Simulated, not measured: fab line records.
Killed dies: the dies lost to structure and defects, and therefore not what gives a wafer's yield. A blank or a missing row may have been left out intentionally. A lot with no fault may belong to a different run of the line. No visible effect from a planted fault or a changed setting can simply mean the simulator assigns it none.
fab line records -- flow nand_harc
record lots=5, wafers=15, last_day=33
route steps=1302 shown A_CHANNEL_FILL_D2@620 END@1302
lots untouched by any fault: they come from a run of this same line in which no faults occurred
start_h: hours from the record's opening day to when the first of the lot's shown wafers began -- wait_h: how many hours have passed since the lot's step before this one -- " as in the row above -- L1.1+2: one row covering several wafers at once -- - value missing, or start not given -- * or withheld: withheld -- < > ~ a bound
route shown NAME@n: names a module that has steps shown in the file, with the first one's number in the route -- usual: mean/standard deviation of fault-free wafers -- same: alike in all rows -- chamber/n: place in a boat -- sites: the reading at each site -- _std_site: standard deviation across them -- _edge_site: the outer-site mean with the inner-site mean subtracted -- radius_mm: how far each site lies from the wafer's centre -- mask NAME#n: copy n -- behind: the most recent tool/chamber to have shaped the wafer -- hold: the reason the lot was held/the length of the hold in hours/how it ended -- device: the transistor (n, p or np) that didn't switch -- end of line: the same wafers' tests at the end of the route -- step lacking rows: just its recipe -- killed: not the wafer's yield, but the dies lost to structure and defects at the first sort -- map: a wafer's dies, marking killed ones x, the rest . and places with no die _
set.NAME: the setting the step ran with; set.NAME@STEP: the setting that earlier step ran with -- model.NAME: the simulator's own value behind a step, which no gauge read
certain route steps with their lots: each step a table, each wafer a row
services: when a tool's chamber went out of use (start_h, in hours from the record's first day, below 0 if earlier), for how many hours, and the reason
## steps
# step NHARC_A_CHANNEL_FILL_D2_ETCHBACK_20
# recipe target_depth_a=270, time_s=13.5, c4f8_flow_sccm=withheld, o2_flow_sccm=8, ar_flow_sccm=withheld, rf_w=600, bias_w=1500, chemistry=C4F8/O2/Ar
# usual chamber_pressure_mTorr=25.000/0.023, oes_product_au=0.988/0.023, rf_vpp_V=976/4.2
lot.wafer,tool,chamber,start_h,wait_h,chamber_pressure_mTorr,oes_product_au,rf_hours_counter_h,rf_vpp_V
L710.1,rie_diel-06,2,329.08,-,24.998,1.006,1.0,970
L710.2,rie_diel-06,0,329.08,-,25.025,1.001,1.2,974
L710.5,rie_diel-06,3,329.08,-,24.994,1.002,-,982
L711.3,rie_diel-10,2,329.13,-,25.008,0.964,3.1,972
L711.5,rie_diel-10,3,329.13,-,25.010,0.969,-,981
L711.6,rie_diel-10,0,329.13,-,25.009,0.976,-,977
L713.4,rie_diel-06,2,353.98,-,24.999,1.002,1.8,970
L713.2,rie_diel-06,3,353.98,-,25.007,0.998,1.8,982
L713.6,rie_diel-06,1,353.98,-,24.993,0.995,-,975
L714.1,rie_diel-06,3,370.83,-,25.005,0.973,2.1,981
L714.5,rie_diel-06,0,370.83,-,24.984,0.964,-,972
L714.6,rie_diel-06,1,370.83,-,25.028,0.951,-,976
L730.3,rie_diel-10,2,541.57,-,24.975,0.989,3.3,971
L730.6,rie_diel-10,0,541.57,-,24.987,0.998,-,975
L730.5,rie_diel-10,1,541.57,-,24.999,1.001,-,977
# step NHARC_A_CHANNEL_FILL_D2_STRIP_28
# recipe time_s=20, o2_flow_sccm=500, ar_flow_sccm=0, bias_w=0, chemistry=O2
# usual chamber_pressure_mTorr=60.00/0.054, drypump_motor_current_A=6.0/0.58, oes_product_au=1.001/0.0073, rf_vpp_V=57.6/0.89, showerhead_plenum_p_Torr=3.46/0.1, throttle_valve_pct=17.037/0.0091
lot.wafer,tool,chamber,start_h,wait_h,chamber_pressure_mTorr,drypump_motor_current_A,oes_product_au,rf_hours_counter_h,rf_vpp_V,showerhead_plenum_p_Torr,throttle_valve_pct
L710.2,rie_diel-06,3,329.17,0.1,59.95,6.6,1.000,1.2,58.7,3.60,17.043
L710.1,rie_diel-06,1,329.17,0.1,59.98,6.6,1.011,1.1,56.3,3.45,17.028
L710.5,rie_diel-06,3,329.17,0.1,60.08,6.6,0.996,-,56.4,3.60,17.023
L711.3,rie_diel-10,3,329.19,0.1,60.05,5.1,1.000,3.3,57.3,3.61,17.034
L711.5,rie_diel-10,3,329.19,0.1,60.01,5.1,1.007,-,59.5,3.61,17.034
L711.6,rie_diel-10,0,329.19,0.1,60.03,6.2,1.009,-,56.6,3.48,17.037
L713.2,rie_diel-06,0,354.07,0.1,59.95,5.4,1.003,1.8,58.3,3.42,17.031
L713.4,rie_diel-06,2,354.07,0.1,60.00,6.5,1.011,1.9,57.1,3.32,17.042
L713.6,rie_diel-06,0,354.07,0.1,59.99,5.4,1.010,-,56.6,3.42,17.022
L714.1,rie_diel-06,0,370.90,0.1,59.92,5.4,1.009,2.1,58.0,3.42,17.022
L714.5,rie_diel-06,3,370.90,0.1,59.95,6.6,1.008,-,58.2,3.60,17.038
L714.6,rie_diel-06,0,370.90,0.1,59.91,5.4,1.001,-,55.6,3.42,17.038
L730.3,rie_diel-10,2,541.65,0.1,59.95,6.1,0.993,3.3,55.6,3.37,17.044
L730.5,rie_diel-10,0,541.65,0.1,60.00,6.1,0.991,-,57.7,3.48,17.046
L730.6,rie_diel-10,1,541.65,0.1,60.02,5.0,0.994,-,56.8,3.49,17.014
# step NHARC_A_CHANNEL_FILL_D2_PRECLEAN_21
# recipe time_s=30, chemistry=dHF
# step NHARC_A_CHANNEL_FILL_D2_SRD_23
# step NHARC_A_CHANNEL_FILL_D2_CVD_05
# recipe target_thk_a=50, temp_c=550, material=poly-Si
# step NHARC_A_CHANNEL_FILL_D2_ANNEAL_22
# recipe temp_c=620, time_s=7200
# step NHARC_A_CHANNEL_FILL_D2_ALD_25
# recipe target_thk_a=600, pulse_time_s=10, ald_cycles=600, temp_c=300, material=SiOx
# usual heater_power_w=484/31, precursor_pulse_height_rel=1.001/0.02
lot.wafer,tool,chamber,start_h,wait_h,heater_power_w,precursor_pulse_height_rel
L710.2,ald_hk-01,0,341.09,0.7,448,1.000
L710.1,ald_hk-01,2,342.33,1.9,475,1.029
L710.5,ald_hk-01,0,343.56,3.1,439,1.012
L711.3,ald_hk-03,1,341.71,1.3,461,1.017
L711.5,ald_hk-03,0,345.43,5.0,463,1.022
L711.6,ald_hk-03,1,346.67,6.2,445,0.977
L713.2,ald_hk-04,1,366.38,0.7,549,1.006
L713.4,ald_hk-04,3,367.62,1.9,495,1.003
L713.6,ald_hk-04,0,367.62,1.9,502,1.005
L714.1,ald_hk-01,0,382.72,0.1,449,1.003
L714.5,ald_hk-01,0,385.12,2.5,442,1.005
L714.6,ald_hk-01,1,385.12,2.5,489,1.002
L730.3,ald_hk-03,1,554.20,1.3,441,1.043
L730.6,ald_hk-03,3,555.43,2.5,496,0.986
L730.5,ald_hk-03,0,555.43,2.5,479,1.000
# step NHARC_A_CHANNEL_FILL_D2_ETCHBACK_08
# recipe target_depth_a=2200, time_s=110, c4f8_flow_sccm=20, ar_flow_sccm=withheld, rf_w=600, bias_w=300, chemistry=C4F8
# usual chamber_pressure_mTorr=24.997/0.022, oes_product_au=0.97/0.034, rf_vpp_V=439.6/2.2
lot.wafer,tool,chamber,start_h,wait_h,chamber_pressure_mTorr,oes_product_au,rf_hours_counter_h,rf_vpp_V
L710.2,rie_diel-10,2,-,-,24.977,0.99,3,437.2
L710.1,rie_diel-10,1,-,-,24.999,1.01,3,440.0
L710.5,rie_diel-10,1,-,-,25.021,1.00,-,440.8
L711.3,rie_diel-06,0,-,-,24.981,1.01,2,437.5
L711.5,rie_diel-06,1,-,-,25.012,1.01,-,439.2
L711.6,rie_diel-06,2,-,-,24.992,1.01,-,435.9
L713.4,rie_diel-10,2,-,-,24.986,1.00,4,438.9
L713.2,rie_diel-10,3,-,-,24.983,1.01,4,441.9
L713.6,rie_diel-10,2,-,-,25.017,1.00,-,439.0
L714.1,rie_diel-09,1,-,-,24.954,1.00,8,439.9
L714.5,rie_diel-09,1,-,-,25.044,1.00,-,439.3
L714.6,rie_diel-09,2,-,-,25.013,0.99,-,438.1
L730.3,rie_diel-10,1,-,-,25.030,0.92,4,440.2
L730.6,rie_diel-10,0,-,-,24.982,0.92,-,437.6
L730.5,rie_diel-10,1,-,-,25.003,0.92,-,440.7
# step NHARC_A_CHANNEL_FILL_D2_STRIP_29
# recipe time_s=20, o2_flow_sccm=500, ar_flow_sccm=0, bias_w=0, chemistry=O2
# usual chamber_pressure_mTorr=60.00/0.049, drypump_motor_current_A=6.0/0.56, oes_product_au=0.999/0.0076, rf_vpp_V=57.6/0.83, showerhead_plenum_p_Torr=3.46/0.1, throttle_valve_pct=17.037/0.0089
lot.wafer,tool,chamber,start_h,wait_h,chamber_pressure_mTorr,drypump_motor_current_A,oes_product_au,rf_hours_counter_h,rf_vpp_V,showerhead_plenum_p_Torr,throttle_valve_pct
L710.1,rie_diel-10,2,346.22,0.1,60.09,6.1,0.989,3,57.3,3.37,17.022
L710.2,rie_diel-10,3,346.22,0.1,59.96,5.1,0.993,4,58.2,3.61,17.039
L710.5,rie_diel-10,1,346.22,0.1,59.90,5.1,0.994,-,56.0,3.49,17.024
L711.3,rie_diel-06,1,-,-,59.96,6.6,0.996,2,58.3,3.45,17.034
L711.5,rie_diel-06,0,-,-,60.08,5.4,1.004,-,57.4,3.42,17.026
L711.6,rie_diel-06,1,-,-,60.05,6.6,0.988,-,58.7,3.45,17.029
L713.4,rie_diel-10,3,-,-,59.95,5.1,1.005,4,58.6,3.61,17.025
L713.2,rie_diel-10,1,-,-,60.02,5.1,1.006,3,58.0,3.49,17.040
L713.6,rie_diel-10,2,-,-,60.03,6.1,0.996,-,57.6,3.37,17.039
L714.1,rie_diel-09,1,-,-,60.04,6.4,1.002,8,57.8,3.45,17.064
L714.6,rie_diel-09,0,-,-,59.93,5.6,0.989,-,57.3,3.38,17.032
L714.5,rie_diel-09,1,-,-,59.99,6.4,1.016,-,57.5,3.45,17.038
L730.3,rie_diel-10,2,-,-,60.03,6.1,0.999,4,57.9,3.37,17.039
L730.5,rie_diel-10,3,-,-,59.90,5.1,0.985,-,58.1,3.60,17.046
L730.6,rie_diel-10,0,-,-,60.07,6.2,0.989,-,58.6,3.48,17.034
# step NHARC_A_CHANNEL_FILL_D2_PRECLEAN_30
# recipe time_s=30, chemistry=dHF
# step NHARC_A_CHANNEL_FILL_D2_SRD_31
# step NHARC_A_CHANNEL_FILL_D2_CVD_09
# recipe target_thk_a=1500, temp_c=620, pressure_mtorr=200, time_s=3000, material=poly-Si
# usual spike_tc_centre_C=620.7/1.3, spike_tc_lower_C=620.6/1.4, spike_tc_top_C=639.2/2.3, spike_tc_upper_C=619.8/1.3, tube_center_temp_C=620/0.054, zone_power_lower_pct=7.6/0.41, zone_power_top_pct=18.71/0.22
lot.wafer,tool,chamber,start_h,wait_h,spike_tc_centre_C,spike_tc_lower_C,spike_tc_top_C,spike_tc_upper_C,tube_center_temp_C,zone_power_lower_pct,zone_power_top_pct
L710.1,lpcvd_poly-01,0,348.62,2.3,622.0,619.6,639.8,620.0,620.02,7.6,18.74
L710.2,lpcvd_poly-01,0,348.62,2.3,621.6,619.1,640.3,620.6,619.9,7.6,18.66
L710.5,lpcvd_poly-01,0,348.62,2.3,619.3,621.3,641.1,621.1,620.02,7.6,18.65
L711.3,lpcvd_poly-02,0,352.47,2.4,618.5,620.9,640.7,618.9,619.87,7.2,18.77
L711.5,lpcvd_poly-02,0,352.47,2.4,618.5,622.1,639.5,618.4,620.05,7.2,18.56
L711.6,lpcvd_poly-02,0,352.47,2.4,620.4,621.9,640.9,619.2,620.01,7.1,18.45
L713.2,lpcvd_poly-02,0,374.05,2.4,634.3,636.6,655.6,633.7,635.4,7.6,19.32
L713.4,lpcvd_poly-02,0,374.05,2.4,635.0,637.5,655.4,636.1,635.52,7.4,19.30
L713.6,lpcvd_poly-02,0,374.05,2.4,635.8,636.9,655.1,635.7,635.42,7.4,19.65
L714.1,lpcvd_poly-01,0,390.73,2.3,621.3,620.2,640.0,620.0,619.94,7.5,18.58
L714.5,lpcvd_poly-01,0,390.73,2.3,621.9,619.0,639.7,617.4,620.07,7.5,18.24
L714.6,lpcvd_poly-01,0,390.73,2.3,620.6,620.3,639.9,619.1,619.99,7.6,18.89
L730.3,lpcvd_poly-01,0,561.07,2.3,621.4,621.4,640.5,619.0,619.94,7.5,18.68
L730.5,lpcvd_poly-01,0,561.07,2.3,621.6,620.2,640.1,622.4,620.04,7.5,18.73
L730.6,lpcvd_poly-01,0,561.07,2.3,620.8,620.0,640.0,618.7,620.04,7.5,18.59
# step NHARC_A_CHANNEL_FILL_D2_CMP_10
# recipe target_thk_nm=150
# usual motor_current_A=12.3/1.6, time_to_endpoint_s=15.3/1.9
lot.wafer,tool,chamber,start_h,wait_h,motor_current_A,time_to_endpoint_s
L710.1,cmp-02,3,351.82,0.4,12.7,14.8
L710.2,cmp-02,0,351.82,0.4,11.2,13.9
L710.5,cmp-02,3,351.82,0.4,12.5,16.7
L711.3,cmp-04,2,355.67,0.4,12.9,16.3
L711.6,cmp-04,1,355.67,0.4,12.9,16.8
L711.5,cmp-04,2,355.67,0.4,13.4,13.8
L713.2,cmp-04,3,377.28,0.4,10.0,21.0
L713.4,cmp-04,1,377.28,0.4,13.4,24.5
L713.6,cmp-04,2,377.28,0.4,12.9,19.9
L714.1,cmp-04,2,393.95,0.4,13.6,18.8
L714.5,cmp-04,2,393.95,0.4,13.3,18.0
L714.6,cmp-04,3,393.95,0.4,9.5,16.9
L730.3,cmp-03,0,564.32,0.4,11.9,15.9
L730.5,cmp-03,1,564.32,0.4,14.2,15.3
L730.6,cmp-03,2,564.32,0.4,11.9,16.8
# step NHARC_END_SORT_01
# recipe temp_c=25
# usual killed_at_array=53/21, killed_at_other=1.0/1.3, killed_at_periphery=3.8/2.4, killed_dies=58/21, killed_open=3.4/1.9, killed_short=2.4/1.5
# same gross_dies=677
lot.wafer,tool,chamber,start_h,wait_h,killed_at_array,killed_at_other,killed_at_periphery,killed_dies,killed_open,killed_short
L711.3,prober-01,0,572.15,3.1,58,2,3,63,3,1
L711.5,prober-01,0,573.76,3.7,37,2,3,42,3,2
L711.6,prober-01,0,574.56,4.0,61,5,3,69,5,4
L713.2,prober-01,0,591.45,2.9,82,0,4,86,3,1
L713.4,prober-01,0,593.07,3.5,83,1,5,89,4,2
L713.6,prober-01,0,594.70,4.1,78,1,4,83,4,3
L714.1,prober-02,0,602.46,2.5,79,1,1,81,4,2
L714.5,prober-02,0,605.68,3.7,60,5,2,67,2,6
L714.6,prober-02,0,606.48,4.0,69,1,1,71,1,0
L730.3,prober-01,0,785.27,3.1,58,1,11,70,1,2
L730.5,prober-01,0,786.86,3.7,55,4,7,66,4,2
L730.6,prober-01,0,787.65,4.0,49,5,6,60,6,2
# killed by level:class
L711.3 A_CHANNEL_HOLE_D1:chamber_film_flake=32 A_CHANNEL_HOLE_D2:chamber_film_flake=6 A_STAIRCASE:chamber_film_flake=6 A_CONTACT:chamber_film_flake=4 P_GATE:chamber_film_flake=3 A_CHANNEL_FILL_D1:chamber_film_flake=2 A_CONTACT:unspecified=2 THIN_TSV:chamber_film_flake=2
L711.5 A_CHANNEL_HOLE_D1:chamber_film_flake=14 A_STAIRCASE:chamber_film_flake=8 A_CHANNEL_HOLE_D2:chamber_film_flake=5 A_CONTACT:chamber_film_flake=4 A_ONON_D1:geometric_particle:short=2 P_GATE:chamber_film_flake=2 A_BLC:chamber_film_flake=2 P_GATE:geometric_particle:open=1
L711.6 A_CHANNEL_HOLE_D1:chamber_film_flake=27 A_STAIRCASE:chamber_film_flake=9 A_CONTACT:chamber_film_flake=5 THIN_TSV:chamber_film_flake=4 A_ZERO_WELL:chamber_film_flake=3 A_CHANNEL_HOLE_D2:chamber_film_flake=3 A_ONON_D1:geometric_particle:short=2 P_GATE:chamber_film_flake=2
L713.2 A_CHANNEL_HOLE_D2:chamber_film_flake=38 A_SLIT:chamber_film_flake=22 A_CHANNEL_HOLE_D1:chamber_film_flake=14 A_CONTACT:chamber_film_flake=3 P_STI:chamber_film_flake=2 P_M0:geometric_particle:open=1 A_CHANNEL_FILL_D1:geometric_particle:open=1 A_WL_FILL:geometric_particle:short=1
L713.4 A_CHANNEL_HOLE_D1:chamber_film_flake=35 A_SLIT:chamber_film_flake=18 A_CHANNEL_HOLE_D2:chamber_film_flake=14 A_CONTACT:chamber_film_flake=7 P_CONTACT:chamber_film_flake=4 A_WL_FILL:geometric_particle:short=2 A_CONTACT:geometric_particle:open=2 A_STAIRCASE:chamber_film_flake=2
L713.6 A_CHANNEL_HOLE_D2:chamber_film_flake=28 A_SLIT:chamber_film_flake=22 A_CHANNEL_HOLE_D1:chamber_film_flake=18 P_STI:chamber_film_flake=2 A_CONTACT:chamber_film_flake=2 P_GATE:geometric_particle:short=1 P_CONTACT:geometric_particle:open=1 A_ONON_D1:geometric_particle:short=1
L714.1 A_CHANNEL_HOLE_D2:chamber_film_flake=29 A_SLIT:chamber_film_flake=24 A_CONTACT:chamber_film_flake=14 A_CHANNEL_HOLE_D1:chamber_film_flake=3 P_CONTACT:geometric_particle:short=1 A_DECK1_JOINT:geometric_particle:open=1 A_CHANNEL_FILL_D2:geometric_particle:open=1 A_CHANNEL_FILL_D2:geometric_particle:short=1
L714.5 A_CHANNEL_HOLE_D2:chamber_film_flake=29 A_SLIT:chamber_film_flake=18 A_CONTACT:chamber_film_flake=5 THIN_TSV:chamber_film_flake=3 STARTING-WAFER:geometric_particle:short=2 P_CONTACT:geometric_particle:open=1 A_ONON_D1:geometric_particle:open=1 A_DECK1_JOINT:geometric_particle:short=1
L714.6 A_CHANNEL_HOLE_D2:chamber_film_flake=32 A_SLIT:chamber_film_flake=21 A_CONTACT:chamber_film_flake=7 A_CHANNEL_HOLE_D1:chamber_film_flake=4 A_CHANNEL_FILL_D1:chamber_film_flake=2 A_ONON_D2:geometric_particle:open=1 P_ZERO_WELL:chamber_film_flake=1 A_CHANNEL_FILL_D2:chamber_film_flake=1
L730.3 A_CHANNEL_HOLE_D1:chamber_film_flake=15 A_CHANNEL_HOLE_D2:chamber_film_flake=15 A_CONTACT:chamber_film_flake=8 A_STAIRCASE:chamber_film_flake=8 P_CONTACT:chamber_film_flake=6 A_SLIT:chamber_film_flake=5 P_ZERO_WELL:chamber_film_flake=3 P_GATE:chamber_film_flake=2
L730.5 A_CHANNEL_HOLE_D2:chamber_film_flake=15 A_STAIRCASE:chamber_film_flake=10 A_DECK1_JOINT:chamber_film_flake=8 A_SLIT:chamber_film_flake=7 A_CHANNEL_HOLE_D1:chamber_film_flake=5 P_CONTACT:chamber_film_flake=4 A_CONTACT:chamber_film_flake=4 THIN_TSV:chamber_film_flake=4
L730.6 A_CHANNEL_HOLE_D2:chamber_film_flake=15 A_CHANNEL_HOLE_D1:chamber_film_flake=11 A_STAIRCASE:chamber_film_flake=7 A_CONTACT:chamber_film_flake=4 THIN_TSV:chamber_film_flake=4 P_CONTACT:chamber_film_flake=3 A_SLIT:chamber_film_flake=3 P_M0:geometric_particle:open=1
## services
tool,chamber,start_h,hours,kind
cmp-04,-,307.07,4.0,pm
rie_diel-06,-,307.20,9.0,pm
rie_diel-09,-,320.10,9.0,pm
cmp-02,-,330.50,4.0,pm
rie_diel-10,0,344.38,7.0,repair
cmp-03,-,358.05,4.0,pm
cmp-02,-,403.60,1.0,repair
cmp-04,-,405.07,4.0,pm
rie_diel-09,-,419.26,1.2,repair
rie_diel-10,-,419.50,9.0,pm
rie_diel-06,3,427.29,5.4,repair
cmp-02,-,428.50,4.0,pm
ald_hk-04,-,434.30,10.0,pm
cmp-04,-,438.43,2.0,repair
rie_diel-09,3,449.29,1.9,repair
cmp-03,-,456.05,4.0,pm
ald_hk-03,-,464.29,0.4,repair
rie_diel-06,1,474.52,13.1,repair
ald_hk-01,-,476.83,10.0,pm
rie_diel-06,-,484.20,9.0,pm
rie_diel-09,-,497.10,9.0,pm
cmp-04,-,503.07,4.0,pm
rie_diel-10,3,509.78,9.9,repair
cmp-04,-,543.42,1.5,repair
## key
first_sign step=NHARC_A_CHANNEL_FILL_D2_CVD_09, reading=tube_center_temp_C, direction=up, sigmas=99+, usual=*, struck=*
effect step=NHARC_A_CHANNEL_FILL_D2_CVD_09, reading=spike_tc_upper_C, direction=up, sigmas=12, usual=619.8, struck=635.2
effect step=NHARC_A_CHANNEL_FILL_D2_CMP_10, reading=time_to_endpoint_s, direction=up, sigmas=3.5, usual=*, struck=*
met_at NHARC_A_CHANNEL_FILL_D2_CVD_09
struck_wafers L713.2,L713.4,L713.6
tester_left_out L713
onset_between 352.47 374.05
fault kind=process_parameter_drift, tool=lpcvd_poly-02, chamber=-, onset_h=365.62, steps=NHARC_P_GATE_CVD_17,NHARC_A_SOURCE_PLATE_CVD_03,NHARC_A_CHANNEL_FILL_D1_CVD_18,NHARC_A_CHANNEL_FILL_D1_CVD_05,NHARC_A_CHANNEL_FILL_D1_CVD_09,NHARC_A_DECK1_JOINT_CVD_12,NHARC_A_CHANNEL_FILL_D2_CVD_18,NHARC_A_CHANNEL_FILL_D2_CVD_05,+2, channel=temp_c, offset=*, shape=step, end_h=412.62
# tester_left_out: of these lots the tester's yield and bins aren't shown, on N5 and GAA mostly nor the transistor test; their killed dies are dies lost to structure and defects alone, not to doping, threshold or leakage, so they don't give the yield
